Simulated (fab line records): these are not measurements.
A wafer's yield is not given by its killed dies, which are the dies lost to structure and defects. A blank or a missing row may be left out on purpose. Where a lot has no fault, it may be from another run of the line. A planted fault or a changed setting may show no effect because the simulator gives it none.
The tool behind it: which one? / flow n5_finfet / Sampling: 24 lots, 72 wafers, 5 of 1938 route steps

WHAT THE GAUGES READ, wafer by wafer
N5_BEOL_M0_SAQP_THK_MEAS_05. Usual: 60.0 nm for thk_nm, sd 0.67.
lot=L074; measured=day 5 14:49; on=film_metro-02; thk_nm (nm)=59.6 59.0 59.3; flag=
lot=L075; measured=day 5 21:47; on=film_metro-02; thk_nm (nm)=59.2 59.6 59.3; flag=
lot=L076; measured=day 6 02:37; on=film_metro-01; thk_nm (nm)=59.3 59.9 59.9; flag=
lot=L077; measured=day 6 06:19; on=film_metro-02; thk_nm (nm)=60.2 59.9 59.8; flag=
lot=L078; measured=day 6 10:25; on=film_metro-01; thk_nm (nm)=60.2 60.5 59.8; flag=
lot=L079; measured=day 6 18:51; on=film_metro-01; thk_nm (nm)=59.7 60.2 59.7; flag=
lot=L080; measured=day 6 20:48; on=film_metro-01; thk_nm (nm)=59.9 59.1 61.2; flag=
lot=L081; measured=day 7 12:23; on=film_metro-02; thk_nm (nm)=59.2 58.8 60.1; flag=
lot=L082; measured=day 7 16:05; on=film_metro-01; thk_nm (nm)=59.3 59.0 60.4; flag=
lot=L083; measured=day 7 21:59; on=film_metro-02; thk_nm (nm)=59.3 60.4 60.0; flag=
lot=L084; measured=day 8 00:08; on=film_metro-02; thk_nm (nm)=59.4 59.3 60.7; flag=
lot=L086; measured=day 8 12:41; on=film_metro-02; thk_nm (nm)=60.0 61.0 60.8; flag=
lot=L085; measured=day 8 15:46; on=film_metro-01; thk_nm (nm)=59.1 59.1 59.7; flag=
lot=L087; measured=day 8 20:57; on=film_metro-02; thk_nm (nm)=59.7 60.3 60.6; flag=
lot=L088; measured=day 9 00:18; on=film_metro-02; thk_nm (nm)=59.6 60.1 60.9; flag=
lot=L089; measured=day 9 08:40; on=film_metro-02; thk_nm (nm)=60.1 59.7 61.1; flag=
lot=L090; measured=day 9 09:21; on=film_metro-02; thk_nm (nm)=59.8 60.2 60.8; flag=
lot=L091; measured=day 9 14:32; on=film_metro-01; thk_nm (nm)=60.4 61.1 61.1; flag=
lot=L092; measured=day 9 19:40; on=film_metro-01; thk_nm (nm)=59.9 59.1 60.4; flag=
lot=L093; measured=day 10 04:14; on=film_metro-02; thk_nm (nm)=61.1 60.1 59.7; flag=
lot=L094; measured=day 10 09:50; on=film_metro-01; thk_nm (nm)=59.8 59.7 60.2; flag=
lot=L095; measured=day 10 13:59; on=film_metro-02; thk_nm (nm)=58.7 59.6 59.7; flag=
lot=L096; measured=day 10 18:27; on=film_metro-02; thk_nm (nm)=59.7 59.8 58.4; flag=
lot=L097; measured=day 11 02:03; on=film_metro-01; thk_nm (nm)=60.1 61.1 61.4; flag=

TOOL THAT RAN EACH LOT (tool first, then ch and the chambers of the sampled wafers, then the start)
lot=L074; N5_MOL_CONTACT_COAG_ALD_133=ald_sin-04 ch 0,2,3, day 5 08:56; N5_MOL_CONTACT_COAG_ETCH_124=rie_diel-04 ch 0,1,2, day 5 09:28; N5_MOL_CONTACT_COAG_CVD_140=cvd_w-01 ch 0,1, day 5 09:56; N5_MOL_CONTACT_COAG_CMP_52=cmp-01 ch 1,2,3, day 5 10:15
lot=L075; N5_MOL_CONTACT_COAG_ALD_133=ald_sin-04 ch 0,2,3, day 5 14:18; N5_MOL_CONTACT_COAG_ETCH_124=rie_diel-04 ch 0,2,3, day 5 14:40; N5_MOL_CONTACT_COAG_CVD_140=cvd_w-01 ch 0,1, day 5 15:07; N5_MOL_CONTACT_COAG_CMP_52=cmp-02 ch 0,1,2, day 5 15:29
lot=L076; N5_MOL_CONTACT_COAG_ALD_133=ald_sin-02 ch 0,3, day 5 20:06; N5_MOL_CONTACT_COAG_ETCH_124=rie_diel-04 ch 0,1,2, day 5 20:28; N5_MOL_CONTACT_COAG_CVD_140=cvd_w-01 ch 0,1, day 5 20:55; N5_MOL_CONTACT_COAG_CMP_52=cmp-01 ch 1,2,3, day 5 21:21
lot=L077; N5_MOL_CONTACT_COAG_ALD_133=ald_sin-02 ch 0,2,3, day 5 23:47; N5_MOL_CONTACT_COAG_ETCH_124=rie_diel-04 ch 0,3, day 6 00:08; N5_MOL_CONTACT_COAG_CVD_140=cvd_w-02 ch 0,1, day 6 00:36; N5_MOL_CONTACT_COAG_CMP_52=cmp-01 ch 2,3, day 6 00:58
lot=L078; N5_MOL_CONTACT_COAG_ALD_133=ald_sin-02 ch 1,2,3, day 6 04:49; N5_MOL_CONTACT_COAG_ETCH_124=rie_diel-04 ch 0,3, day 6 05:11; N5_MOL_CONTACT_COAG_CVD_140=cvd_w-02 ch 0,1, day 6 05:38; N5_MOL_CONTACT_COAG_CMP_52=cmp-04 ch 0,1,2, day 6 06:04
lot=L079; N5_MOL_CONTACT_COAG_ALD_133=ald_sin-04 ch 0,1,3, day 6 11:37; N5_MOL_CONTACT_COAG_ETCH_124=rie_diel-02 ch 1,3, day 6 11:58; N5_MOL_CONTACT_COAG_CVD_140=cvd_w-02 ch 0,1, day 6 12:31; N5_MOL_CONTACT_COAG_CMP_52=cmp-02 ch 0,1,3, day 6 12:47
lot=L080; N5_MOL_CONTACT_COAG_ALD_133=ald_sin-03 ch 0,2,3, day 6 15:22; N5_MOL_CONTACT_COAG_ETCH_124=rie_diel-05 ch 0,1,3, day 6 15:44; N5_MOL_CONTACT_COAG_CVD_140=cvd_w-01 ch 0,1, day 6 16:11; N5_MOL_CONTACT_COAG_CMP_52=cmp-02 ch 0,1,2, day 6 16:35
lot=L081; N5_MOL_CONTACT_COAG_ALD_133=ald_sin-02 ch 1,3, day 7 06:32; N5_MOL_CONTACT_COAG_ETCH_124=rie_diel-05 ch 1,2,3, day 7 06:53; N5_MOL_CONTACT_COAG_CVD_140=cvd_w-02 ch 1, day 7 07:22; N5_MOL_CONTACT_COAG_CMP_52=cmp-01 ch 2,3, day 7 07:41
lot=L082; N5_MOL_CONTACT_COAG_ALD_133=ald_sin-02 ch 0,2, day 7 06:41; N5_MOL_CONTACT_COAG_ETCH_124=rie_diel-02 ch 1,3, day 7 07:03; N5_MOL_CONTACT_COAG_CVD_140=cvd_w-01 ch 0,1, day 7 07:33; N5_MOL_CONTACT_COAG_CMP_52=cmp-01 ch 1,2, day 7 07:56
lot=L083; N5_MOL_CONTACT_COAG_ALD_133=ald_sin-03 ch 0,3, day 7 14:38; N5_MOL_CONTACT_COAG_ETCH_124=rie_diel-04 ch 0,2, day 7 14:59; N5_MOL_CONTACT_COAG_CVD_140=cvd_w-02 ch 1, day 7 15:26; N5_MOL_CONTACT_COAG_CMP_52=cmp-04 ch 1,2,3, day 7 15:49
lot=L084; N5_MOL_CONTACT_COAG_ALD_133=ald_sin-02 ch 1,3, day 7 18:08; N5_MOL_CONTACT_COAG_ETCH_124=rie_diel-04 ch 0,2,3, day 7 18:29; N5_MOL_CONTACT_COAG_CVD_140=cvd_w-01 ch 0, day 7 19:02; N5_MOL_CONTACT_COAG_CMP_52=cmp-04 ch 0,1, day 7 19:36
lot=L086; N5_MOL_CONTACT_COAG_ALD_133=ald_sin-04 ch 1,3, day 8 06:33; N5_MOL_CONTACT_COAG_ETCH_124=rie_diel-04 ch 0,2,3, day 8 06:57; N5_MOL_CONTACT_COAG_CVD_140=cvd_w-01 ch 0,1, day 8 07:25; N5_MOL_CONTACT_COAG_CMP_52=cmp-02 ch 0,2, day 8 07:46
lot=L085; N5_MOL_CONTACT_COAG_ALD_133=ald_sin-03 ch 2,3, day 8 07:26; N5_MOL_CONTACT_COAG_ETCH_124=rie_diel-05 ch 0,1, day 8 07:49; N5_MOL_CONTACT_COAG_CVD_140=cvd_w-01 ch 0,1, day 8 08:16; N5_MOL_CONTACT_COAG_CMP_52=cmp-01 ch 0,1,3, day 8 08:37
lot=L087; N5_MOL_CONTACT_COAG_ALD_133=ald_sin-04 ch 1,2, day 8 15:13; N5_MOL_CONTACT_COAG_ETCH_124=rie_diel-04 ch 1,2, day 8 15:35; N5_MOL_CONTACT_COAG_CVD_140=cvd_w-02 ch 0, day 8 16:08; N5_MOL_CONTACT_COAG_CMP_52=cmp-02 ch 1,2, day 8 16:44
lot=L088; N5_MOL_CONTACT_COAG_ALD_133=ald_sin-04 ch 0,1,2, day 8 16:32; N5_MOL_CONTACT_COAG_ETCH_124=rie_diel-02 ch 0,2,3, day 8 16:54; N5_MOL_CONTACT_COAG_CVD_140=cvd_w-02 ch 0, day 8 17:26; N5_MOL_CONTACT_COAG_CMP_52=cmp-04 ch 2,3, day 8 18:00
lot=L089; N5_MOL_CONTACT_COAG_ALD_133=ald_sin-02 ch 1,2,3, day 9 00:32; N5_MOL_CONTACT_COAG_ETCH_124=rie_diel-04 ch 1,2,3, day 9 00:54; N5_MOL_CONTACT_COAG_CVD_140=cvd_w-02 ch 0,1, day 9 01:22; N5_MOL_CONTACT_COAG_CMP_52=cmp-02 ch 1,3, day 9 01:43
lot=L090; N5_MOL_CONTACT_COAG_ALD_133=ald_sin-04 ch 0,1,2, day 9 03:19; N5_MOL_CONTACT_COAG_ETCH_124=rie_diel-02 ch 0,1,3, day 9 03:41; N5_MOL_CONTACT_COAG_CVD_140=cvd_w-01 ch 0,1, day 9 04:08; N5_MOL_CONTACT_COAG_CMP_52=cmp-01 ch 0,2,3, day 9 04:32
lot=L091; N5_MOL_CONTACT_COAG_ALD_133=ald_sin-02 ch 1,3, day 9 08:10; N5_MOL_CONTACT_COAG_ETCH_124=rie_diel-04 ch 0,1,3, day 9 08:38; N5_MOL_CONTACT_COAG_CVD_140=cvd_w-01 ch 0,1, day 9 09:10; N5_MOL_CONTACT_COAG_CMP_52=cmp-04 ch 2,3, day 9 09:24
lot=L092; N5_MOL_CONTACT_COAG_ALD_133=ald_sin-02 ch 0,1,3, day 9 14:25; N5_MOL_CONTACT_COAG_ETCH_124=rie_diel-04 ch 0,1,2, day 9 14:46; N5_MOL_CONTACT_COAG_CVD_140=cvd_w-02 ch 0,1, day 9 15:14; N5_MOL_CONTACT_COAG_CMP_52=cmp-04 ch 0,1, day 9 15:36
lot=L093; N5_MOL_CONTACT_COAG_ALD_133=ald_sin-03 ch 0,1, day 9 22:22; N5_MOL_CONTACT_COAG_ETCH_124=rie_diel-05 ch 0,1,2, day 9 22:44; N5_MOL_CONTACT_COAG_CVD_140=cvd_w-01 ch 0,1, day 9 23:17; N5_MOL_CONTACT_COAG_CMP_52=cmp-04 ch 0,1,2, day 9 23:35
lot=L094; N5_MOL_CONTACT_COAG_ALD_133=ald_sin-02 ch 0,1,2, day 10 03:46; N5_MOL_CONTACT_COAG_ETCH_124=rie_diel-02 ch 1,2,3, day 10 04:08; N5_MOL_CONTACT_COAG_CVD_140=cvd_w-01 ch 0,1, day 10 04:35; N5_MOL_CONTACT_COAG_CMP_52=cmp-01 ch 0,1,3, day 10 04:56
lot=L095; N5_MOL_CONTACT_COAG_ALD_133=ald_sin-02 ch 0,3, day 10 08:12; N5_MOL_CONTACT_COAG_ETCH_124=rie_diel-04 ch 1,2, day 10 08:34; N5_MOL_CONTACT_COAG_CVD_140=cvd_w-01 ch 0,1, day 10 09:02; N5_MOL_CONTACT_COAG_CMP_52=cmp-02 ch 2,3, day 10 09:24
lot=L096; N5_MOL_CONTACT_COAG_ALD_133=ald_sin-02 ch 0,3, day 10 12:31; N5_MOL_CONTACT_COAG_ETCH_124=rie_diel-05 ch 0,1,2, day 10 13:02; N5_MOL_CONTACT_COAG_CVD_140=cvd_w-02 ch 0,1, day 10 13:29; N5_MOL_CONTACT_COAG_CMP_52=cmp-04 ch 0,1,2, day 10 13:50
lot=L097; N5_MOL_CONTACT_COAG_ALD_133=ald_sin-03 ch 0,2,3, day 10 19:20; N5_MOL_CONTACT_COAG_ETCH_124=rie_diel-04 ch 0,1, day 10 19:41; N5_MOL_CONTACT_COAG_CVD_140=cvd_w-01 ch 0,1, day 10 20:09; N5_MOL_CONTACT_COAG_CMP_52=cmp-04 ch 0,1, day 10 20:31
- N5_MOL_CONTACT_COAG_ALD_133: deposits SiO2, target thk 5 nm, pulse time 1 s, co reactant pulse time 1 s.
- N5_MOL_CONTACT_COAG_ETCH_124: etches SiNx in CH3F/O2, stops on SiOC, target depth 6.5 nm.
- N5_MOL_CONTACT_COAG_CVD_140: deposits W, target thk 66.5 nm, time 215 s.
- N5_MOL_CONTACT_COAG_CMP_52: polishes, stops on SiO2, t overpolish 1.5 s, target thk 66.5 nm.

AS READ BY THE TOOLS THEMSELVES (means over the sampled wafers that have a number; for cases with no such wafer, the mark the record gives instead)
N5_MOL_CONTACT_COAG_ALD_133. Usual: heater_power_w 82 W, standard deviation 9.6; precursor_pulse_height_rel 1.000, standard deviation 0.018.
lot=L074; tool=ald_sin-04; heater_power_w (W)=82; precursor_pulse_height_rel=1.029; flag=
lot=L075; tool=ald_sin-04; heater_power_w (W)=81; precursor_pulse_height_rel=0.995; flag=
lot=L076; tool=ald_sin-02; heater_power_w (W)=84; precursor_pulse_height_rel=0.999; flag=
lot=L077; tool=ald_sin-02; heater_power_w (W)=83; precursor_pulse_height_rel=1.005; flag=
lot=L078; tool=ald_sin-02; heater_power_w (W)=87; precursor_pulse_height_rel=0.992; flag=
lot=L079; tool=ald_sin-04; heater_power_w (W)=84; precursor_pulse_height_rel=0.991; flag=
lot=L080; tool=ald_sin-03; heater_power_w (W)=83; precursor_pulse_height_rel=0.985; flag=
lot=L081; tool=ald_sin-02; heater_power_w (W)=87; precursor_pulse_height_rel=0.983; flag=
lot=L082; tool=ald_sin-02; heater_power_w (W)=84; precursor_pulse_height_rel=0.998; flag=
lot=L083; tool=ald_sin-03; heater_power_w (W)=86; precursor_pulse_height_rel=0.998; flag=
lot=L084; tool=ald_sin-02; heater_power_w (W)=89; precursor_pulse_height_rel=1.001; flag=
lot=L086; tool=ald_sin-04; heater_power_w (W)=86; precursor_pulse_height_rel=0.987; flag=
lot=L085; tool=ald_sin-03; heater_power_w (W)=93; precursor_pulse_height_rel=1.015; flag=
lot=L087; tool=ald_sin-04; heater_power_w (W)=82; precursor_pulse_height_rel=1.012; flag=
lot=L088; tool=ald_sin-04; heater_power_w (W)=79; precursor_pulse_height_rel=0.988; flag=
lot=L089; tool=ald_sin-02; heater_power_w (W)=88; precursor_pulse_height_rel=1.002; flag=
lot=L090; tool=ald_sin-04; heater_power_w (W)=80; precursor_pulse_height_rel=1.011; flag=
lot=L091; tool=ald_sin-02; heater_power_w (W)=86; precursor_pulse_height_rel=0.997; flag=
lot=L092; tool=ald_sin-02; heater_power_w (W)=79; precursor_pulse_height_rel=0.983; flag=
lot=L093; tool=ald_sin-03; heater_power_w (W)=68; precursor_pulse_height_rel=1.002; flag=
lot=L094; tool=ald_sin-02; heater_power_w (W)=80; precursor_pulse_height_rel=1.007; flag=
lot=L095; tool=ald_sin-02; heater_power_w (W)=75; precursor_pulse_height_rel=0.991; flag=
lot=L096; tool=ald_sin-02; heater_power_w (W)=76; precursor_pulse_height_rel=0.995; flag=
lot=L097; tool=ald_sin-03; heater_power_w (W)=84; precursor_pulse_height_rel=0.987; flag=

N5_MOL_CONTACT_COAG_ETCH_124. Usual: drypump_motor_current_A 5.9 A, standard deviation 0.34; oes_ar_750_au 0.80 a.u., standard deviation 0.077; oes_product_au 0.69 a.u., standard deviation 0.065; rf_vpp_V 297.7 V, standard deviation 2.4; showerhead_plenum_p_Torr 2.01 Torr, standard deviation 0.096; throttle_valve_pct 16.22 %, standard deviation 0.16.
lot=L074; tool=rie_diel-04; drypump_motor_current_A (A)=6.2; oes_ar_750_au (a.u.)=0.86; oes_product_au (a.u.)=0.73; rf_vpp_V (V)=296.2; showerhead_plenum_p_Torr (Torr)=2.00; throttle_valve_pct (%)=16.17; flag=
lot=L075; tool=rie_diel-04; drypump_motor_current_A (A)=6.2; oes_ar_750_au (a.u.)=0.85; oes_product_au (a.u.)=0.73; rf_vpp_V (V)=298.8; showerhead_plenum_p_Torr (Torr)=2.02; throttle_valve_pct (%)=16.17; flag=
lot=L076; tool=rie_diel-04; drypump_motor_current_A (A)=6.2; oes_ar_750_au (a.u.)=0.85; oes_product_au (a.u.)=0.73; rf_vpp_V (V)=296.8; showerhead_plenum_p_Torr (Torr)=1.99; throttle_valve_pct (%)=16.18; flag=
lot=L077; tool=rie_diel-04; drypump_motor_current_A (A)=6.2; oes_ar_750_au (a.u.)=0.86; oes_product_au (a.u.)=0.73; rf_vpp_V (V)=297.9; showerhead_plenum_p_Torr (Torr)=2.08; throttle_valve_pct (%)=16.04; flag=
lot=L078; tool=rie_diel-04; drypump_motor_current_A (A)=6.1; oes_ar_750_au (a.u.)=0.80; oes_product_au (a.u.)=0.68; rf_vpp_V (V)=298.8; showerhead_plenum_p_Torr (Torr)=2.03; throttle_valve_pct (%)=16.13; flag=
lot=L079; tool=rie_diel-02; drypump_motor_current_A (A)=5.6; oes_ar_750_au (a.u.)=0.81; oes_product_au (a.u.)=0.70; rf_vpp_V (V)=299.9; showerhead_plenum_p_Torr (Torr)=2.10; throttle_valve_pct (%)=16.20; flag=
lot=L080; tool=rie_diel-05; drypump_motor_current_A (A)=5.8; oes_ar_750_au (a.u.)=0.75; oes_product_au (a.u.)=0.64; rf_vpp_V (V)=297.8; showerhead_plenum_p_Torr (Torr)=2.00; throttle_valve_pct (%)=16.37; flag=
lot=L081; tool=rie_diel-05; drypump_motor_current_A (A)=5.8; oes_ar_750_au (a.u.)=0.80; oes_product_au (a.u.)=0.69; rf_vpp_V (V)=298.4; showerhead_plenum_p_Torr (Torr)=2.02; throttle_valve_pct (%)=16.38; flag=
lot=L082; tool=rie_diel-02; drypump_motor_current_A (A)=5.6; oes_ar_750_au (a.u.)=0.80; oes_product_au (a.u.)=0.69; rf_vpp_V (V)=300.1; showerhead_plenum_p_Torr (Torr)=2.10; throttle_valve_pct (%)=16.21; flag=
lot=L083; tool=rie_diel-04; drypump_motor_current_A (A)=6.3; oes_ar_750_au (a.u.)=0.88; oes_product_au (a.u.)=0.76; rf_vpp_V (V)=297.1; showerhead_plenum_p_Torr (Torr)=2.07; throttle_valve_pct (%)=16.14; flag=
lot=L084; tool=rie_diel-04; drypump_motor_current_A (A)=6.2; oes_ar_750_au (a.u.)=0.83; oes_product_au (a.u.)=0.71; rf_vpp_V (V)=298.1; showerhead_plenum_p_Torr (Torr)=2.02; throttle_valve_pct (%)=16.21; flag=
lot=L086; tool=rie_diel-04; drypump_motor_current_A (A)=6.2; oes_ar_750_au (a.u.)=0.83; oes_product_au (a.u.)=0.71; rf_vpp_V (V)=298.0; showerhead_plenum_p_Torr (Torr)=2.02; throttle_valve_pct (%)=16.22; flag=
lot=L085; tool=rie_diel-05; drypump_motor_current_A (A)=5.5; oes_ar_750_au (a.u.)=0.76; oes_product_au (a.u.)=0.65; rf_vpp_V (V)=299.2; showerhead_plenum_p_Torr (Torr)=2.00; throttle_valve_pct (%)=16.26; flag=
lot=L087; tool=rie_diel-04; drypump_motor_current_A (A)=6.1; oes_ar_750_au (a.u.)=0.81; oes_product_au (a.u.)=0.70; rf_vpp_V (V)=296.1; showerhead_plenum_p_Torr (Torr)=1.93; throttle_valve_pct (%)=16.36; flag=
lot=L088; tool=rie_diel-02; drypump_motor_current_A (A)=5.9; oes_ar_750_au (a.u.)=0.75; oes_product_au (a.u.)=0.65; rf_vpp_V (V)=298.5; showerhead_plenum_p_Torr (Torr)=2.05; throttle_valve_pct (%)=16.21; flag=
lot=L089; tool=rie_diel-04; drypump_motor_current_A (A)=6.1; oes_ar_750_au (a.u.)=0.77; oes_product_au (a.u.)=0.66; rf_vpp_V (V)=296.6; showerhead_plenum_p_Torr (Torr)=1.94; throttle_valve_pct (%)=16.29; flag=
lot=L090; tool=rie_diel-02; drypump_motor_current_A (A)=5.6; oes_ar_750_au (a.u.)=0.80; oes_product_au (a.u.)=0.68; rf_vpp_V (V)=299.3; showerhead_plenum_p_Torr (Torr)=2.10; throttle_valve_pct (%)=16.14; flag=
lot=L091; tool=rie_diel-04; drypump_motor_current_A (A)=6.1; oes_ar_750_au (a.u.)=0.77; oes_product_au (a.u.)=0.66; rf_vpp_V (V)=296.8; showerhead_plenum_p_Torr (Torr)=1.99; throttle_valve_pct (%)=16.17; flag=
lot=L092; tool=rie_diel-04; drypump_motor_current_A (A)=6.2; oes_ar_750_au (a.u.)=0.81; oes_product_au (a.u.)=0.70; rf_vpp_V (V)=296.0; showerhead_plenum_p_Torr (Torr)=1.98; throttle_valve_pct (%)=16.24; flag=
lot=L093; tool=rie_diel-05; drypump_motor_current_A (A)=5.6; oes_ar_750_au (a.u.)=0.80; oes_product_au (a.u.)=0.68; rf_vpp_V (V)=298.7; showerhead_plenum_p_Torr (Torr)=2.02; throttle_valve_pct (%)=16.29; flag=
lot=L094; tool=rie_diel-02; drypump_motor_current_A (A)=5.9; oes_ar_750_au (a.u.)=0.84; oes_product_au (a.u.)=0.72; rf_vpp_V (V)=299.4; showerhead_plenum_p_Torr (Torr)=2.04; throttle_valve_pct (%)=16.16; flag=
lot=L095; tool=rie_diel-04; drypump_motor_current_A (A)=6.1; oes_ar_750_au (a.u.)=0.80; oes_product_au (a.u.)=0.68; rf_vpp_V (V)=296.2; showerhead_plenum_p_Torr (Torr)=1.92; throttle_valve_pct (%)=16.39; flag=
lot=L096; tool=rie_diel-05; drypump_motor_current_A (A)=5.6; oes_ar_750_au (a.u.)=0.79; oes_product_au (a.u.)=0.67; rf_vpp_V (V)=300.3; showerhead_plenum_p_Torr (Torr)=2.01; throttle_valve_pct (%)=16.29; flag=
lot=L097; tool=rie_diel-04; drypump_motor_current_A (A)=6.3; oes_ar_750_au (a.u.)=0.81; oes_product_au (a.u.)=0.69; rf_vpp_V (V)=296.2; showerhead_plenum_p_Torr (Torr)=2.04; throttle_valve_pct (%)=16.13; flag=

N5_MOL_CONTACT_COAG_CVD_140. Usual: 518 W for heater_power_w, sd 57.
lot=L074; tool=cvd_w-01; heater_power_w (W)=490; flag=
lot=L075; tool=cvd_w-01; heater_power_w (W)=463; flag=
lot=L076; tool=cvd_w-01; heater_power_w (W)=485; flag=
lot=L077; tool=cvd_w-02; heater_power_w (W)=561; flag=
lot=L078; tool=cvd_w-02; heater_power_w (W)=576; flag=
lot=L079; tool=cvd_w-02; heater_power_w (W)=560; flag=
lot=L080; tool=cvd_w-01; heater_power_w (W)=487; flag=
lot=L081; tool=cvd_w-02; heater_power_w (W)=542; flag=
lot=L082; tool=cvd_w-01; heater_power_w (W)=485; flag=
lot=L083; tool=cvd_w-02; heater_power_w (W)=537; flag=
lot=L084; tool=cvd_w-01; heater_power_w (W)=506; flag=
lot=L086; tool=cvd_w-01; heater_power_w (W)=489; flag=
lot=L085; tool=cvd_w-01; heater_power_w (W)=479; flag=
lot=L087; tool=cvd_w-02; heater_power_w (W)=601; flag=
lot=L088; tool=cvd_w-02; heater_power_w (W)=603; flag=
lot=L089; tool=cvd_w-02; heater_power_w (W)=563; flag=
lot=L090; tool=cvd_w-01; heater_power_w (W)=487; flag=
lot=L091; tool=cvd_w-01; heater_power_w (W)=482; flag=
lot=L092; tool=cvd_w-02; heater_power_w (W)=563; flag=
lot=L093; tool=cvd_w-01; heater_power_w (W)=484; flag=
lot=L094; tool=cvd_w-01; heater_power_w (W)=468; flag=
lot=L095; tool=cvd_w-01; heater_power_w (W)=481; flag=
lot=L096; tool=cvd_w-02; heater_power_w (W)=557; flag=
lot=L097; tool=cvd_w-01; heater_power_w (W)=488; flag=

N5_MOL_CONTACT_COAG_CMP_52. Usual: edge_zone_pressure_frac 1.000, standard deviation 0.0047; motor_current_A 12.0 A, standard deviation 0.94; overpolish_run_s 1.500 s, standard deviation 0.0089; platen_rpm 50.29 rpm, standard deviation 0.036; time_to_endpoint_s 13.7 s, standard deviation 1.9.
lot=L074; tool=cmp-01; edge_zone_pressure_frac=1.000; motor_current_A (A)=11.9; overpolish_run_s (s)=1.499; platen_rpm (rpm)=50.30; time_to_endpoint_s (s)=14.5; flag=
lot=L075; tool=cmp-02; edge_zone_pressure_frac=1.000; motor_current_A (A)=12.0; overpolish_run_s (s)=1.503; platen_rpm (rpm)=50.29; time_to_endpoint_s (s)=13.4; flag=
lot=L076; tool=cmp-01; edge_zone_pressure_frac=1.004; motor_current_A (A)=11.7; overpolish_run_s (s)=1.495; platen_rpm (rpm)=50.27; time_to_endpoint_s (s)=10.3; flag=
lot=L077; tool=cmp-01; edge_zone_pressure_frac=1.004; motor_current_A (A)=11.2; overpolish_run_s (s)=1.496; platen_rpm (rpm)=50.32; time_to_endpoint_s (s)=13.4; flag=
lot=L078; tool=cmp-04; edge_zone_pressure_frac=1.001; motor_current_A (A)=12.5; overpolish_run_s (s)=1.496; platen_rpm (rpm)=50.32; time_to_endpoint_s (s)=14.3; flag=
lot=L079; tool=cmp-02; edge_zone_pressure_frac=1.003; motor_current_A (A)=11.4; overpolish_run_s (s)=1.489; platen_rpm (rpm)=50.27; time_to_endpoint_s (s)=11.2; flag=
lot=L080; tool=cmp-02; edge_zone_pressure_frac=1.000; motor_current_A (A)=11.8; overpolish_run_s (s)=1.507; platen_rpm (rpm)=50.29; time_to_endpoint_s (s)=12.7; flag=
lot=L081; tool=cmp-01; edge_zone_pressure_frac=0.999; motor_current_A (A)=10.8; overpolish_run_s (s)=1.502; platen_rpm (rpm)=50.30; time_to_endpoint_s (s)=17.2; flag=
lot=L082; tool=cmp-01; edge_zone_pressure_frac=0.996; motor_current_A (A)=12.8; overpolish_run_s (s)=1.499; platen_rpm (rpm)=50.28; time_to_endpoint_s (s)=13.9; flag=
lot=L083; tool=cmp-04; edge_zone_pressure_frac=1.000; motor_current_A (A)=12.8; overpolish_run_s (s)=1.502; platen_rpm (rpm)=50.29; time_to_endpoint_s (s)=11.3; flag=
lot=L084; tool=cmp-04; edge_zone_pressure_frac=1.000; motor_current_A (A)=12.3; overpolish_run_s (s)=1.501; platen_rpm (rpm)=50.30; time_to_endpoint_s (s)=14.1; flag=
lot=L086; tool=cmp-02; edge_zone_pressure_frac=0.998; motor_current_A (A)=12.1; overpolish_run_s (s)=1.496; platen_rpm (rpm)=50.31; time_to_endpoint_s (s)=15.1; flag=
lot=L085; tool=cmp-01; edge_zone_pressure_frac=1.001; motor_current_A (A)=11.8; overpolish_run_s (s)=1.504; platen_rpm (rpm)=50.29; time_to_endpoint_s (s)=14.4; flag=
lot=L087; tool=cmp-02; edge_zone_pressure_frac=1.000; motor_current_A (A)=12.2; overpolish_run_s (s)=1.505; platen_rpm (rpm)=50.27; time_to_endpoint_s (s)=11.6; flag=
lot=L088; tool=cmp-04; edge_zone_pressure_frac=0.997; motor_current_A (A)=13.1; overpolish_run_s (s)=1.506; platen_rpm (rpm)=50.27; time_to_endpoint_s (s)=13.7; flag=
lot=L089; tool=cmp-02; edge_zone_pressure_frac=1.000; motor_current_A (A)=12.0; overpolish_run_s (s)=1.489; platen_rpm (rpm)=50.26; time_to_endpoint_s (s)=13.6; flag=
lot=L090; tool=cmp-01; edge_zone_pressure_frac=1.002; motor_current_A (A)=11.4; overpolish_run_s (s)=1.501; platen_rpm (rpm)=50.24; time_to_endpoint_s (s)=16.2; flag=
lot=L091; tool=cmp-04; edge_zone_pressure_frac=1.001; motor_current_A (A)=13.3; overpolish_run_s (s)=1.501; platen_rpm (rpm)=50.27; time_to_endpoint_s (s)=12.4; flag=
lot=L092; tool=cmp-04; edge_zone_pressure_frac=1.002; motor_current_A (A)=11.6; overpolish_run_s (s)=1.502; platen_rpm (rpm)=50.31; time_to_endpoint_s (s)=12.9; flag=
lot=L093; tool=cmp-04; edge_zone_pressure_frac=0.998; motor_current_A (A)=12.2; overpolish_run_s (s)=1.498; platen_rpm (rpm)=50.29; time_to_endpoint_s (s)=13.1; flag=
lot=L094; tool=cmp-01; edge_zone_pressure_frac=0.999; motor_current_A (A)=12.1; overpolish_run_s (s)=1.496; platen_rpm (rpm)=50.24; time_to_endpoint_s (s)=15.0; flag=
lot=L095; tool=cmp-02; edge_zone_pressure_frac=0.999; motor_current_A (A)=12.2; overpolish_run_s (s)=1.497; platen_rpm (rpm)=50.30; time_to_endpoint_s (s)=16.1; flag=
lot=L096; tool=cmp-04; edge_zone_pressure_frac=0.997; motor_current_A (A)=12.5; overpolish_run_s (s)=1.506; platen_rpm (rpm)=50.27; time_to_endpoint_s (s)=18.1; flag=
lot=L097; tool=cmp-04; edge_zone_pressure_frac=1.001; motor_current_A (A)=12.0; overpolish_run_s (s)=1.502; platen_rpm (rpm)=50.31; time_to_endpoint_s (s)=13.7; flag=

THE ANSWER, worked out from the rows above alone
Rule: a lot is off if the mean of its wafers that have a number lies more than 3 standard deviations from the usual mean. Also off: a lot with no number at a reading for which 4 or more lots have one. Where the step has rows for the other lots, those lots are counted as sound. First the gauges in route order, then the tools' own readings, where a lot's mean is used as printed above. At the first step where some lot is off, the reading lying furthest off is the one used; lots without a number count as furthest.
None of the lots is off at any reading shown; this tells nothing.

WHAT THE SIMULATOR PUT IN
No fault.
